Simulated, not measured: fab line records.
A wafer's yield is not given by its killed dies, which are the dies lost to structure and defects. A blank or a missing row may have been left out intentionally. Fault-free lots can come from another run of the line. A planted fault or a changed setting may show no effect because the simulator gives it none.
fab line records	flow nandHarc	part 1 of 2: steps 1 to 30 of 38
record: lots: 5	wafers: 15	lastDay: 24
route steps=1159 shown A_CHANNEL_FILL_D1@509 A_STAIRCASE@519
lots that met no fault: from a run of the same line without faults
startH: hours from the record's opening day to when the first of the lot's shown wafers began	waitH: time in hours since the lot's previous step	" unchanged from the row above	L1.1+2: one row covering several wafers at once	- value missing, or start not given	* or withheld: withheld	< > ~ a bound
route shown NAME@n: names a module that has steps shown in the file, with the first one's number in the route	usual: the fault-free wafers' mean and standard deviation	same: alike in all rows	chamber/n: place in a boat	sites: the reading at each site	_std_site: standard deviation across them	_edge_site: inner sites' mean taken away from outer sites' mean	radiusMm: for every site, how far away it sits from the centre of the wafer	mask NAME#n: copy n	behind: the tool/chamber that last shaped the wafer	hold: why the lot went on hold/how many hours it stayed there/how the hold came to an end	device: names the non-switching transistor (n, p or np)	end of line: tests run on the same wafers once the route is complete	for a step that has no rows: nothing shown but its recipe	killed: the dies lost at the first sort to structure and to defects; this is not the yield of the wafer	map: per-die view of a wafer (x killed, . not killed, _ where there is no die)
set.NAME: the setting the step ran with; set.NAME@STEP: the setting that earlier step ran with	model.NAME: the simulator's own value behind a step, which no gauge read
lots at selected steps of the route; one table per step, one row per wafer
services: when a tool's chamber went out of use (startH, in hours from the record's first day, below 0 if earlier), for how many hours, and the reason
== steps ==
step: NHARC_A_CHANNEL_FILL_D1_STRIP_29
recipe: timeS: 20	o2FlowSccm: 500	arFlowSccm: 0	biasW: 0	chemistry: O2
usual: drypumpMotorCurrentA: 5.8/0.37	oesProductAu: 0.999/0.0083	rfVppV: 57.9/0.88	showerheadPlenumPTorr: 3.58/0.16	throttleValvePct: 17.036/0.0089
lot.wafer	tool	chamber	startH	waitH	drypumpMotorCurrentA	oesProductAu	rfHoursCounterH	rfVppV	showerheadPlenumPTorr	throttleValvePct
L076.4	rieDiel-11	0	-	-	5.9	0.996	0.9	58.3	3.55	17.011
L076.3	"	1	"	"	5.0	0.986	1.1	58.7	3.69	17.055
L076.5	"	3	"	"	5.8	0.989	-	57.0	3.77	17.039
L081.1	rieDiel-11	0	-	-	6.0	1.005	1.8	58.2	3.55	17.023
L081.5	"	0	"	"	6.0	0.992	-	58.3	3.55	17.027
L081.6	"	1	"	"	5.0	0.992	-	58.9	3.69	17.031
L082.3	rieDiel-11	3	-	-	5.8	0.981	2.0	58.8	3.77	17.032
L082.4	"	0	"	"	6.0	0.990	1.9	57.7	3.55	17.028
L082.2	"	2	"	"	6.4	1.001	2.5	57.0	3.39	17.042
L083.4	rieDiel-06	0	-	-	5.7	1.002	1.0	57.0	3.33	17.039
L083.3	"	1	"	"	5.9	0.993	1.0	57.8	3.76	17.044
L083.6	"	1	"	"	5.9	1.000	-	57.8	3.76	17.028
L096.3	rieDiel-11	0	-	-	6.0	0.997	4.1	56.9	3.55	17.042
L096.4	"	1	"	"	5.1	0.992	4.2	57.8	3.69	17.043
L096.1	"	2	"	"	6.3	0.998	4.6	57.8	3.39	17.053
step: NHARC_A_CHANNEL_FILL_D1_PRECLEAN_30
recipe: timeS: 30	chemistry: dHF
lot.wafer	tool	chamber	startH	waitH
L076.3+5+4	wetBench-04	6,7,0	234.29	-
L081.5+6+1	wetBench-09	5,0,1	268.59	-
L082.4+3+2	wetBench-02	0,1,2	275.99	-
L083.6+4+3	wetBench-04	7,1,2	276.00	-
L096.1+4+3	wetBench-09	6,1,2	358.38	-
step: NHARC_A_CHANNEL_FILL_D1_SRD_31
lot.wafer	tool	chamber	startH	waitH
L076.3+5+4	wetBench-04	6,7,0	234.30	0.0
L081.5+6+1	wetBench-09	5,0,1	268.64	0.0
L082.4+3+2	wetBench-02	0,1,2	276.02	0.0
L083.6+4+3	wetBench-04	7,1,2	276.02	0.0
L096.1+4+3	wetBench-09	6,1,2	358.41	0.0
step: NHARC_A_CHANNEL_FILL_D1_CVD_09
recipe: targetThkA: 1500	tempC: 620	pressureMtorr: 200	timeS: 3000	material: poly-Si
usual: spikeTcTopC: 639/3.9	tubeCenterTempC: 620/0.051	zonePowerLowerPct: 8.3/0.94
lot.wafer	tool	chamber	startH	waitH	spikeTcTopC	tubeCenterTempC	zonePowerLowerPct
L076.3	lpcvdPoly-02	0	236.12	1.8	643	620.06	7.3
L076.4	"	0	"	"	642	619.94	7.2
L076.5	"	0	"	"	642	620	7.3
L081.1	lpcvdPoly-02	0	271.06	2.4	642	620.12	7.3
L081.5	"	0	"	"	643	619.92	7.3
L081.6	"	0	"	"	641	620.12	7.3
L082.2	lpcvdPoly-02	0	278.44	2.4	642	620.06	7.4
L082.3	"	0	"	"	641	619.96	7.3
L082.4	"	0	"	"	642	620.02	7.4
L083.3	lpcvdPoly-02	0	278.44	2.4	641	619.93	7.3
L083.4	"	0	"	"	640	619.9	7.4
L083.6	"	0	"	"	643	620.07	7.3
L096.1	lpcvdPoly-01	0	360.84	2.4	641	619.95	9.4
L096.3	"	0	"	"	640	620.01	9.5
L096.4	"	0	"	"	639	620.03	9.4
step: NHARC_A_CHANNEL_FILL_D1_CMP_10
recipe: targetThkNm: 150
usual: motorCurrentA: 11.5/1.4	timeToEndpointS: 15.2/1.9
lot.wafer	tool	chamber	startH	waitH	motorCurrentA	timeToEndpointS
L076.3	cmp-02	3	239.26	0.4	10.9	13.2
L076.4	"	1	"	"	14.0	14.7
L076.5	"	3	"	"	10.3	12.8
L081.1	cmp-04	3	274.27	0.4	10.1	17.6
L081.5	"	3	"	"	10.5	15.5
L081.6	"	0	"	"	9.9	17.4
L082.3	cmp-02	1	281.61	0.4	13.7	14.3
L082.2	"	2	"	"	11.5	14.8
L082.4	"	0	"	"	10.4	16.6
L083.3	cmp-04	2	281.62	0.4	13.0	13.9
L083.4	"	0	"	"	9.7	15.7
L083.6	"	1	"	"	12.2	14.0
L096.3	cmp-01	3	364.02	0.4	10.6	13.1
L096.4	"	0	"	"	13.7	14.3
L096.1	"	1	"	"	12.3	13.6
step: NHARC_A_CHANNEL_FILL_D1_SRD_12
lot.wafer	tool	chamber	startH	waitH
L076.5+3+4	wetBench-04	6,7,0	239.53	0.0
L081.1+6+5	wetBench-04	6,1,2	274.57	0.0
L083.4+3+6	wetBench-09	3,4,6	281.90	0.0
L082.2+3+4	wetBench-02	3,6,0	281.91	0.0
L096.4+1+3	wetBench-04	1,2,3	364.32	0.0
step: NHARC_A_CHANNEL_FILL_D1_RTA_24
recipe: tempC: 1000	timeS: 5
usual: lampPowerPct: 31.71/0.097	lamp_zone_1_pct: 31.71/0.095	wafer_temp_C_max: 1004.8/1
lot.wafer	tool	chamber	startH	waitH	lampPowerPct	lamp_zone_1_pct	wafer_temp_C_max
L076.3	rtpAnneal-01	0	239.85	0.2	31.62	31.63	1004.8
L076.4	"	0	"	"	31.68	31.60	1005.2
L076.5	"	0	"	"	31.61	31.68	1004.4
L081.1	rtpAnneal-02	0	274.68	0.0	31.85	31.86	1004.8
L081.5	"	0	"	"	31.86	31.85	1005.0
L081.6	"	0	"	"	31.81	31.85	1003.8
L082.2	rtpAnneal-01	0	282.06	0.1	31.59	31.66	1003.6
L082.3	"	0	"	"	31.59	31.68	1005.0
L082.4	"	0	"	"	31.66	31.62	1005.0
L083.3	rtpAnneal-02	0	282.07	0.1	31.80	31.82	1005.0
L083.4	"	0	"	"	31.83	31.86	1005.2
L083.6	"	0	"	"	31.86	31.86	1003.4
L096.1	rtpAnneal-01	0	364.44	0.0	31.63	31.65	1005.2
L096.3	"	0	"	"	31.62	31.63	1005.2
L096.4	"	0	"	"	31.67	31.61	1003.9
step: NHARC_A_CHANNEL_FILL_D1_INSPECT_13
usual: rawDefectCount: 307/140
lot.wafer	tool	chamber	startH	waitH	rawDefectCount
L076.3	defectInspect-02	-	240.00	0.1	311
L076.4	"	-	"	"	158
L076.5	"	-	"	"	140
L081.1	defectInspect-02	-	274.88	0.2	145
L081.5	"	-	"	"	215
L081.6	"	-	"	"	113
L083.3	defectInspect-01	-	282.22	0.1	326
L083.4	"	-	"	"	518
L083.6	"	-	"	"	505
L082.2	defectInspect-02	-	282.23	0.1	782
L082.3	"	-	"	"	424
L082.4	"	-	"	"	282
L096.1	defectInspect-02	-	364.63	0.2	232
L096.3	"	-	"	"	385
L096.4	"	-	"	"	220
step: NHARC_A_STAIRCASE_DEP_156
recipe: targetThkA: 500	tempC: 400	targetThkNm: 50	flowSccm: 200	rfW: 450	material: SiNx
usual: heaterPowerW: 704/89
lot.wafer	tool	chamber	startH	waitH	heaterPowerW
L076.3	pecvd-04	2	240.06	0.1	729
L076.5	"	2	"	"	762
L076.4	"	1	"	"	583
L081.1	pecvd-04	1	274.95	0.1	611
L081.6	"	1	"	"	607
L081.5	"	2	"	"	681
L082.3	pecvd-03	2	282.70	0.5	684
L082.2	"	0	"	"	675
L082.4	"	0	"	"	697
L083.3	pecvd-02	2	282.73	0.5	779
L083.4	"	1	"	"	513
L083.6	"	2	"	"	795
L096.3	pecvd-02	1	364.73	0.1	552
L096.1	"	2	"	"	662
L096.4	"	1	"	"	562
step: NHARC_A_STAIRCASE_DEHYDRATE_158
recipe: tempC: 150	timeS: 120
lot.wafer	tool	chamber	startH	waitH
L076.3+4+5	lithoTrack-03	0	240.33	0.2
L081.1+5+6	lithoTrack-07	0	275.23	0.2
L083.3+4+6	lithoTrack-05	0	282.97	0.2
L082.2+3+4	lithoTrack-05	0	283.00	0.2
L096.1+3+4	lithoTrack-05	0	364.97	0.2
step: NHARC_A_STAIRCASE_HMDS_159
recipe: timeS: 30
lot.wafer	tool	chamber	startH	waitH
L076.3+4+5	lithoTrack-03	0	-	-
L081.1+5+6	lithoTrack-07	0	-	-
L083.3+4+6	lithoTrack-05	0	-	-
L082.2+3+4	lithoTrack-05	0	-	-
L096.1+3+4	lithoTrack-05	0	-	-
step: NHARC_A_STAIRCASE_COAT_160
recipe: spinRpm: 1200
lot.wafer	tool	chamber	startH	waitH
L076.3+4+5	lithoTrack-03	0	-	-
L081.1+5+6	lithoTrack-07	0	-	-
L083.3+4+6	lithoTrack-05	0	-	-
L082.2+3+4	lithoTrack-05	0	-	-
L096.1+3+4	lithoTrack-05	0	-	-
step: NHARC_A_STAIRCASE_SOFTBAKE_161
recipe: tempC: 135	timeS: 170
lot.wafer	tool	chamber	startH	waitH
L076.3+4+5	lithoTrack-03	0	-	-
L081.1+5+6	lithoTrack-07	0	-	-
L083.3+4+6	lithoTrack-05	0	-	-
L082.2+3+4	lithoTrack-05	0	-	-
L096.1+3+4	lithoTrack-05	0	-	-
step: NHARC_A_STAIRCASE_EBR_162
lot.wafer	tool	chamber	startH	waitH
L076.3+4+5	lithoTrack-03	0	-	-
L081.1+5+6	lithoTrack-07	0	-	-
L083.3+4+6	lithoTrack-05	0	-	-
L082.2+3+4	lithoTrack-05	0	-	-
L096.1+3+4	lithoTrack-05	0	-	-
step: NHARC_A_STAIRCASE_EXPOSE_163
recipe: na: 0.5	doseMj: 20.01	maskId: STAIR_OPEN
usual: reticleTempC: 23.02/0.11
same: na: 0.5
lot.wafer	tool	chamber	startH	waitH	mask	reticleTempC
L076.3	krfScanner-04	0	240.55	-	STAIR_OPEN#0	22.90
L076.4	"	0	"	"	STAIR_OPEN#0	23.05
L076.5	"	0	"	"	STAIR_OPEN#0	22.86
L081.1	krfScanner-03	0	275.43	-	STAIR_OPEN#0	23.26
L081.5	"	0	"	"	STAIR_OPEN#0	22.97
L081.6	"	0	"	"	STAIR_OPEN#0	23.06
L083.3	krfScanner-03	0	283.19	-	STAIR_OPEN#0	22.89
L083.4	"	0	"	"	STAIR_OPEN#0	22.86
L083.6	"	0	"	"	STAIR_OPEN#0	22.74
L082.2	krfScanner-01	0	283.34	-	STAIR_OPEN#0	22.91
L082.3	"	0	"	"	STAIR_OPEN#0	22.95
L082.4	"	0	"	"	STAIR_OPEN#0	23.14
L096.1	krfScanner-03	0	365.30	-	STAIR_OPEN#0	23.09
L096.3	"	0	"	"	STAIR_OPEN#0	23.04
L096.4	"	0	"	"	STAIR_OPEN#0	22.99
step: NHARC_A_STAIRCASE_PEB_164
recipe: pebTempC: 115	pebTimeS: 130
lot.wafer	tool	chamber	startH	waitH
L076.3+4+5	lithoTrack-03	0	240.61	0.1
L081.1+5+6	lithoTrack-07	0	275.50	0.1
L083.3+4+6	lithoTrack-05	0	283.25	0.1
L082.2+3+4	lithoTrack-05	0	283.40	0.1
L096.1+3+4	lithoTrack-05	0	365.37	0.1
step: NHARC_A_STAIRCASE_DEVELOP_165
recipe: timeS: 140
lot.wafer	tool	chamber	startH	waitH
L076.3+4+5	lithoTrack-03	0	-	-
L081.1+5+6	lithoTrack-07	0	-	-
L083.3+4+6	lithoTrack-05	0	-	-
L082.2+3+4	lithoTrack-05	0	-	-
L096.1+3+4	lithoTrack-05	0	-	-
step: NHARC_A_STAIRCASE_HARDBAKE_167
recipe: tempC: 120	timeS: 140
lot.wafer	tool	chamber	startH	waitH
L076.3+4+5	lithoTrack-07	0	240.84	-
L081.1+5+6	lithoTrack-05	0	275.72	-
L083.3+4+6	lithoTrack-07	0	283.47	-
L082.2+3+4	lithoTrack-05	0	283.63	-
L096.1+3+4	lithoTrack-05	0	365.59	-
step: NHARC_A_STAIRCASE_DESCUM_168
recipe: timeS: 3	o2FlowSccm: 200	arFlowSccm: 0	biasPowerW: 0	chemistry: O2
usual: drypumpMotorCurrentA: 5.7/0.33	oesProductAu: 0.999/0.007	rfVppV: 57.8/0.93	showerheadPlenumPTorr: 1.90/0.096	throttleValvePct: 11.312/0.0087
lot.wafer	tool	chamber	startH	waitH	drypumpMotorCurrentA	oesProductAu	rfHoursCounterH	rfVppV	showerheadPlenumPTorr	throttleValvePct
L076.3	rieDiel-07	3	240.93	-	5.7	1.001	1	58.5	1.96	11.328
L076.4	"	1	"	"	5.6	0.997	3	57.5	1.80	11.305
L076.5	"	3	"	"	5.7	0.988	-	57.9	1.96	11.313
L081.1	rieDiel-03	1	275.83	-	5.8	0.996	21	58.4	2.05	11.317
L081.5	"	3	"	"	6.0	0.996	-	56.5	1.97	11.312
L081.6	"	0	"	"	5.5	0.996	-	57.0	1.95	11.316
L083.4	rieDiel-02	3	283.57	-	5.0	0.997	47	57.1	1.83	11.308
L083.3	"	2	"	"	5.4	1.015	42	56.2	1.79	11.324
L083.6	"	3	"	"	5.0	0.993	-	57.6	1.83	11.317
L082.2	rieDiel-02	1	283.71	-	5.4	0.993	49	57.7	1.80	11.311
L082.4	"	3	"	"	5.0	0.992	47	57.2	1.82	11.300
L082.3	"	0	"	"	5.9	0.987	49	58.2	1.87	11.316
L096.1	rieDiel-07	1	365.68	-	5.5	0.990	44	58.0	1.79	11.298
L096.4	"	3	"	"	5.7	0.998	37	57.1	1.95	11.313
L096.3	"	0	"	"	6.3	0.996	40	58.1	2.06	11.309
step: NHARC_A_STAIRCASE_ETCH_169
recipe: targetDepthA: 500	timeS: 107.1	ionEnergyEv: 120	ch3fFlowSccm: 50	o2FlowSccm: 30	arFlowSccm: 200	rfW: 500	biasW: 100	chemistry: CH3F/O2
usual: drypumpMotorCurrentA: 5.7/0.34	oesProductAu: 0.947/0.017	rfVppV: 244.1/1.8	showerheadPlenumPTorr: 2.44/0.12	throttleValvePct: 20.663/0.01
lot.wafer	tool	chamber	startH	waitH	drypumpMotorCurrentA	oesProductAu	rfHoursCounterH	rfVppV	showerheadPlenumPTorr	throttleValvePct
L076.4	rieDiel-07	2	241.01	0.1	6.1	0.950	3	242.2	2.34	20.653
L076.3	"	1	"	"	5.6	0.951	3	243.8	2.32	20.653
L076.5	"	2	"	"	6.1	0.947	-	242.2	2.34	20.674
L081.1	rieDiel-03	1	275.90	0.1	5.8	0.968	21	244.2	2.63	20.661
L081.5	"	1	"	"	5.8	0.966	-	247.1	2.63	20.645
L081.6	"	2	"	"	5.8	0.971	-	246.5	2.51	20.674
L083.3	rieDiel-02	1	283.66	0.1	5.4	0.962	49	243.4	2.31	20.657
L083.4	"	2	"	"	5.3	0.955	42	242.0	2.31	20.680
L083.6	"	0	"	"	5.9	0.949	-	244.2	2.40	20.645
L082.2	rieDiel-02	3	284.00	0.3	5.0	0.925	47	243.3	2.35	20.655
L082.4	"	0	"	"	5.9	0.929	49	242.7	2.40	20.665
L082.3	"	2	"	"	5.4	0.924	43	241.4	2.31	20.667
L096.4	rieDiel-07	1	365.76	0.1	5.6	0.964	44	241.6	2.30	20.678
L096.3	"	2	"	"	6.0	0.965	44	242.7	2.33	20.660
L096.1	"	3	"	"	5.7	0.977	37	244.2	2.51	20.668
step: NHARC_A_STAIRCASE_ETCH_170
recipe: targetDepthA: 2000	timeS: 66.667	ionEnergyEv: 250	c4f6FlowSccm: 25	o2FlowSccm: 20	arFlowSccm: 500	rfW: 600	biasW: 500	chemistry: C4F6/O2
usual: drypumpMotorCurrentA: 5.7/0.34	oesProductAu: 0.970/0.015	rfVppV: 546/3.7	showerheadPlenumPTorr: 3.90/0.18	throttleValvePct: 26.904/0.009
lot.wafer	tool	chamber	startH	waitH	drypumpMotorCurrentA	oesProductAu	rfHoursCounterH	rfVppV	showerheadPlenumPTorr	throttleValvePct
L076.3	rieDiel-07	0	-	-	6.3	0.956	2	553	4.23	26.903
L076.4	"	1	"	"	5.6	0.975	3	542	3.71	26.896
L076.5	"	2	"	"	6.1	0.972	-	544	3.75	26.905
L081.1	rieDiel-03	0	-	-	5.5	0.954	18	548	3.99	26.897
L081.6	"	3	"	"	6.1	0.961	-	549	4.03	26.915
L081.5	"	0	"	"	5.5	0.963	-	549	3.99	26.910
L083.3	rieDiel-02	0	-	-	5.9	0.965	49	545	3.84	26.890
L083.4	"	1	"	"	5.4	0.991	50	542	3.70	26.885
L083.6	"	3	"	"	5.0	0.953	-	544	3.76	26.908
L082.4	rieDiel-02	0	-	-	5.8	0.956	49	545	3.84	26.907
L082.2	"	2	"	"	5.4	0.943	43	542	3.70	26.904
L082.3	"	3	"	"	5.0	0.949	48	543	3.76	26.917
L096.1	rieDiel-07	0	-	-	6.3	0.985	40	552	4.20	26.890
L096.3	"	1	"	"	5.6	0.959	44	542	3.69	26.902
L096.4	"	3	"	"	5.7	0.976	37	549	4.00	26.897
step: NHARC_A_STAIRCASE_STRIP_171
recipe: powerW: 1500	tempC: 250	chemistry: O2
usual: drypumpMotorCurrentA: 6.1/0.31	heaterPowerW: 301/17
lot.wafer	tool	chamber	startH	waitH	drypumpMotorCurrentA	heaterPowerW	rfHoursCounterH
L076.3	plasmaAsher-01	0	241.50	-	6.2	274	-
L076.4	"	1	"	"	5.6	324	-
L076.5	"	1	"	"	5.6	326	-
L081.1	plasmaAsher-01	0	276.13	-	6.3	277	59
L081.5	"	0	"	"	6.2	285	-
L081.6	"	1	"	"	5.6	321	-
L083.4	plasmaAsher-02	0	284.72	-	5.9	297	-
L083.3	"	1	"	"	6.4	295	-
L083.6	"	1	"	"	6.4	294	-
L082.2	plasmaAsher-02	1	284.96	-	6.4	302	33
L082.4	"	0	"	"	5.9	293	-
L082.3	"	1	"	"	6.4	298	-
L096.1	plasmaAsher-01	1	367.51	-	5.6	337	29
L096.4	"	0	"	"	6.3	285	-
L096.3	"	1	"	"	5.6	328	-
step: NHARC_A_STAIRCASE_STRIP_172
recipe: timeS: 900	tempC: 130	chemistry: SPM
lot.wafer	tool	chamber	startH	waitH
L076.3+4+5	wetBench-01	1,2,3	241.77	0.2
L081.5+1+6	wetBench-01	3,5,6	276.48	0.1
L083.6+4+3	wetBench-01	7,1,2	284.97	0.1
L082.3+2+4	wetBench-05	1,2,4	285.27	0.2
L096.1+3+4	wetBench-05	5,7,0	367.81	0.3
step: NHARC_A_STAIRCASE_PRECLEAN_173
recipe: timeS: *	tempC: 50	bathAgeMin: 0	chemistry: SC1
lot.wafer	tool	chamber	startH	waitH
L076.3+4+5	wetBench-01	1,2,3	-	-
L081.5+1+6	wetBench-01	3,5,6	-	-
L083.6+4+3	wetBench-01	7,1,2	-	-
L082.3+2+4	wetBench-05	1,2,4	-	-
L096.1+3+4	wetBench-05	5,7,0	-	-
step: NHARC_A_STAIRCASE_SRD_174
lot.wafer	tool	chamber	startH	waitH
L076.3+4+5	wetBench-01	1,2,3	-	-
L081.5+1+6	wetBench-01	3,5,6	-	-
L083.6+4+3	wetBench-01	7,1,2	-	-
L082.3+2+4	wetBench-05	1,2,4	-	-
L096.1+3+4	wetBench-05	5,7,0	-	-
step: NHARC_A_STAIRCASE_DEHYDRATE_01
recipe: tempC: 150	timeS: 120
lot.wafer	tool	chamber	startH	waitH
L076.3+4+5	lithoTrack-03	0	242.20	-
L081.1+5+6	lithoTrack-03	0	276.95	-
L083.3+4+6	lithoTrack-07	0	285.43	-
L082.2+3+4	lithoTrack-05	0	285.71	-
L096.1+3+4	lithoTrack-03	0	368.27	-
step: NHARC_A_STAIRCASE_HMDS_02
recipe: timeS: 30
lot.wafer	tool	chamber	startH	waitH
L076.3+4+5	lithoTrack-03	0	-	-
L081.1+5+6	lithoTrack-03	0	-	-
L083.3+4+6	lithoTrack-07	0	-	-
L082.2+3+4	lithoTrack-05	0	-	-
L096.1+3+4	lithoTrack-03	0	-	-
step: NHARC_A_STAIRCASE_COAT_03
recipe: spinRpm: 1200
lot.wafer	tool	chamber	startH	waitH
L076.3+4+5	lithoTrack-03	0	-	-
L081.1+5+6	lithoTrack-03	0	-	-
L083.3+4+6	lithoTrack-07	0	-	-
L082.2+3+4	lithoTrack-05	0	-	-
L096.1+3+4	lithoTrack-03	0	-	-
step: NHARC_A_STAIRCASE_SOFTBAKE_04
recipe: tempC: 135	timeS: 170
lot.wafer	tool	chamber	startH	waitH
L076.3+4+5	lithoTrack-03	0	-	-
L081.1+5+6	lithoTrack-03	0	-	-
L083.3+4+6	lithoTrack-07	0	-	-
L082.2+3+4	lithoTrack-05	0	-	-
L096.1+3+4	lithoTrack-03	0	-	-
step: NHARC_A_STAIRCASE_EBR_05
lot.wafer	tool	chamber	startH	waitH
L076.3+4+5	lithoTrack-03	0	-	-
L081.1+5+6	lithoTrack-03	0	-	-
L083.3+4+6	lithoTrack-07	0	-	-
L082.2+3+4	lithoTrack-05	0	-	-
L096.1+3+4	lithoTrack-03	0	-	-
